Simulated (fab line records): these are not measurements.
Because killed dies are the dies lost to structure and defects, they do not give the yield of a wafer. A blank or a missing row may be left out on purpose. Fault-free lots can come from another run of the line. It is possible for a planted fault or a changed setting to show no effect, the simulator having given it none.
A lot that was struck, set against a sound lot + flow n5 finfet + 40 out of 1938 route steps
Sound: wafers L673.1, L673.4, L673.6. Struck: wafers L684.1, L684.2, L684.6. The cause is named last.
Order at every step that has rows: each side's tool, ch and its chambers, its first start. Under that, the readings that differ: sound wafers + struck wafers + difference of the means + sigmas: that difference in standard deviations of wafers without a fault.
alike: readings whose means differ by less than 2 such deviations, and words and numbers that are the same on both sides. not compared: withheld readings, readings that some wafer has no value for, bounds like >300 that may hide the same value, and numbers for which the record gives no deviation and whose values overlap.
The two part at a step that has a row with sigmas, a row that says differs or no value, or rows on one side only. When numbers do not overlap yet have no deviation, they are printed without sigmas and do not part them. A reading that every wafer of one side lacks parts them only if that side has two wafers or more.

first, 5 steps without rows for these wafers: N5_BEOL_M3_SPUTTER_81 (material Cu, target thk 4.5 nm, time 8.29 s); N5_BEOL_M3_ANNEAL_82 (time 240 s); N5_BEOL_M3_SPUTTER_86 (material Cu, target thk 4.5 nm, time 8.29 s); N5_BEOL_M3_ANNEAL_87 (time 240 s); N5_BEOL_M3_SPUTTER_88 (material Cu, target thk 4.5 nm, time 8.29 s).
N5_BEOL_M3_ANNEAL_89: time 240 s.
  sound: pvd sputter-03 at day 9 05:29; struck: pvd sputter-03 at day 12 13:57
  alike: heater power w, susceptor temp C, susceptor_temp_C_max
then, 1 step without rows for these wafers: N5_BEOL_M3_SPUTTER_90 (material Cu, target thk 4.5 nm, time 8.29 s).
N5_BEOL_M3_ANNEAL_91: time 240 s.
  sound: pvd sputter-03 at day 9 05:42; struck: pvd sputter-03 at day 12 14:10
  alike: heater power w, susceptor temp C, susceptor_temp_C_max
then, 1 step without rows for these wafers: N5_BEOL_M3_SPUTTER_92 (material Cu, target thk 4.5 nm, time 8.29 s).
N5_BEOL_M3_ANNEAL_93: time 240 s.
  sound: pvd sputter-03 at day 9 05:55; struck: pvd sputter-03 at day 12 14:23
  alike: heater power w, susceptor temp C, susceptor_temp_C_max
then, 2 steps without rows for these wafers: N5_BEOL_M3_SPUTTER_94 (material Cu, target thk 4.5 nm, time 8.29 s); N5_BEOL_M3_ANNEAL_95 (time 240 s).
N5_BEOL_M3_SPUTTER_96: material Cu, target thk 4.5 nm, time 8.29 s.
  sound: pvd sputter-03 at day 9 06:17; struck: pvd sputter-03 at day 12 14:45
  alike: susceptor temp C, throttle valve pct
then, 1 step without rows for these wafers: N5_BEOL_M3_ECD_50 (material Cu, target thk 300 nm).
N5_BEOL_M3_ANNEAL_51: time 90 s.
  sound on rtp anneal-01 ch 0, day 9 06:34; struck on rtp anneal-02 ch 0, day 12 14:57
| reading          | sound             | struck            | difference | sigmas |
|------------------|-------------------|-------------------|------------|--------|
| wafer_temp_C_max | 226.0 225.9 226.1 | 226.7 227.1 227.0 | +0.9       | +2     |
  alike: anneal temp c
then, 1 step without rows for these wafers: N5_BEOL_M3_CMP_52 (polishes, stops on SiOC, t overpolish 6.8 s, target thk 40 nm).
N5_BEOL_M3_PRE_CLEAN_60: time 15 s.
  sound on cvd co-01 ch 0,1, day 9 08:20; struck on cvd co-01 ch 0,1,2, day 12 15:35
  alike: heater power w, rf fwd power W
  not compared: susceptor temp C
then, 3 steps without rows for these wafers: N5_BEOL_M3_CO_CAP_55 (material Co, precursor CCTBA/H2, target thk 2 nm, time 102.1 s); N5_BEOL_M3_PRE_CLEAN_56 (time 15 s); N5_BEOL_M3_DEP_57 (deposits SiCN from 3MS/NH3, target thk 8 nm, time 14 s).
N5_BEOL_M3_RS_MEAS_58: a four-point-probe measurement.
  sound: film metro-01 at day 9 08:35; struck: film metro-02 at day 12 15:48
  alike: M3_RS
then, 1 step without rows for these wafers: N5_BEOL_M4_ILD_DEP_00 (deposits SiOC from DEMS/O2, target thk 79 nm, time 15.3 s).
N5_BEOL_M4_THK_MEAS_01:
  sound: film metro-02 at day 9 08:43; struck: film metro-01 at day 12 15:56
| reading         | sound          | struck         | difference | sigmas |
|-----------------|----------------|----------------|------------|--------|
| M4_ILD_THK (nm) | 79.6 80.5 82.5 | 77.3 76.8 77.7 | -3.6       | -3     |
then, 11 steps without rows for these wafers: N5_BEOL_M4_PECVD_72 (deposits SiO2 from TEOS/O2, target thk 16 nm, time 18 s); N5_BEOL_M4_HM_DEP_02 (deposits TiN, target thk 20 nm); N5_BEOL_M4_COAT_61 (time 60 s, resist thk 60 nm); N5_BEOL_M4_COAT_62 (time 60 s, resist thk 12 nm); N5_BEOL_M4_COAT_73 (time 60 s, resist thk 5 nm); N5_BEOL_M4_COAT_05 (resist thk 30 nm); N5_BEOL_M4_EBR_07; N5_BEOL_M4_SOFTBAKE_06 (time 60 s); N5_BEOL_M4_EXPOSE_08 (exposes mask M4); N5_BEOL_M4_PEB_09 (peb time 60 s); N5_BEOL_M4_DEVELOP_10 (develop time 30 s).
N5_BEOL_M4_CD_MEAS_11: the cd target is 16.79 nm.
  sound on cd sem-03 ch 0, day 9 10:38; struck on cd sem-03 ch 0, day 12 18:40
  alike: cd nm
N5_BEOL_M4_OVL_MEAS_12:
  sound on overlay-01 ch 0, day 9 10:40; struck on overlay-01 ch 0, day 12 18:42
  alike: M4_OVL
then, 3 steps without rows for these wafers: N5_BEOL_M4_DESCUM_16 (chemistry O2, time 7 s); N5_BEOL_M4_ETCH_74 (etches underlayer in N2/H2, target depth 6.5 nm, time 5.2 s); N5_BEOL_M4_ETCH_63 (etches SiARC in CF4, target depth 15.6 nm, time 26 s).
-- the record jumps here: 5 days lie between the struck wafers' starts before and after (it left off in module BEOL_M4 and takes up again in module PASSIVATION, whose first step shown is number 1936 of the route) --
N5_PASSIVATION_PROBE_49:
  sound: prober-01 at day 14 10:50; struck: prober-02 at day 18 00:51
| reading                  | sound          | struck         | difference | sigmas |
|--------------------------|----------------|----------------|------------|--------|
| defect limited yield (%) | 91.4 92.2 89.6 | 82.1 84.7 85.8 | -6.9       | -5     |
| killed_at_M0_to_M3       | 30 27 33       | 166 126 111    | +104       | +10    |
| killed dies              | 101 92 123     | 211 181 168    | +81        | +5     |
| sort_bin_5_function (%)  | 4.7 4.3 6.2    | 10.3 9.1 8.4   | +4.2       | +4     |
| sort n pass              | 1079 1088 1057 | 969 999 1012   | -81        | -5     |
| sort yield pct (%)       | 91.4 92.2 89.6 | 82.1 84.7 85.8 | -6.9       | -5     |
  alike: killed_at_M4_up, killed at contacts, killed at front end, killed at other, killed open, killed short, sort_bin_6_memory, sort_bin_8_speed

== WHERE THEY PART ==
At N5_BEOL_M3_ANNEAL_51 first; at N5_PASSIVATION_PROBE_49 last (within this record only).

WHY: whatever the simulator had introduced
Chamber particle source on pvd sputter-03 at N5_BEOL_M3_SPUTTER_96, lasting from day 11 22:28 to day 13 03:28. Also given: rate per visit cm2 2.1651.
